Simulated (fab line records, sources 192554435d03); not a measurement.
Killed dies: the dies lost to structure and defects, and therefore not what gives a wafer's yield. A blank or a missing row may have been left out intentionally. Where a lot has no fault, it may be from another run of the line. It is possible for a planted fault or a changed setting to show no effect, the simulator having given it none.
Matching of chambers + flow n5Finfet + N5_HKMG_FIN_ETCH_54 on rieDiel-04: 4 sister chambers
The step etches SiARC in CF4, target depth 45.5 nm, time 75.8 s. 8 wafers are shown with their chamber, then 9 later ones without.

== WAFERS WITH THEIR CHAMBER ==
| wafer  | chamber | drypumpMotorCurrentA (A) | throttleValvePct (%) |
|--------|---------|--------------------------|----------------------|
| L082.2 | 3       | 5.5                      | 15.56                |
| L082.6 | 3       | 5.5                      | 15.53                |
| L086.2 | 2       | 5.1                      | 15.29                |
| L092.1 | 2       | 5.2                      | 15.31                |
| L092.6 | 1       | 5.5                      | 15.71                |
| L093.3 | 1       | 5.5                      | 15.73                |
| L093.4 | 0       | 6.2                      | 15.15                |
| L093.6 | 0       | 6.3                      | 15.14                |

== WAFERS MISSING THEIR CHAMBER ==
| wafer  | drypumpMotorCurrentA (A) | throttleValvePct (%) |
|--------|--------------------------|----------------------|
| L094.1 | 5.5                      | 15.73                |
| L094.2 | 6.2                      | 15.15                |
| L094.6 | 5.2                      | 15.31                |
| L095.1 | 6.2                      | 15.14                |
| L095.2 | 5.1                      | 15.33                |
| L095.4 | 5.5                      | 15.60                |
| L096.2 | 5.5                      | 15.74                |
| L096.4 | 6.2                      | 15.13                |
| L096.5 | 6.2                      | 15.16                |

== WHICH CHAMBER EACH ONE RAN IN ==
| wafer  | from the rows above | in truth |
|--------|---------------------|----------|
| L094.1 | 1                   | 1        |
| L094.2 | 0                   | 0        |
| L094.6 | 2                   | 2        |
| L095.1 | 0                   | 0        |
| L095.2 | 2                   | 2        |
| L095.4 | 3                   | 3        |
| L096.2 | 1                   | 1        |
| L096.4 | 0                   | 0        |
| L096.5 | 0                   | 0        |
Placed correctly: 9 of 9. Can't be placed from these rows: 0. Wrongly placed: 0.
How it was worked out, from the rows above alone: a wafer's distance from a chamber is the root of the sum, over the readings, of the square of ((its reading less the chamber's mean) divided by the reading's scatter). If the next closest chamber is less than 2 further off than the closest, the wafer can't be placed; otherwise it belongs to the closest. The mean given for a chamber averages the wafers shown for that chamber. How the scatter is found: for the shown wafers, subtract from each reading the mean of its chamber, square and add these, divide the total by (wafers less chambers), then take the root.
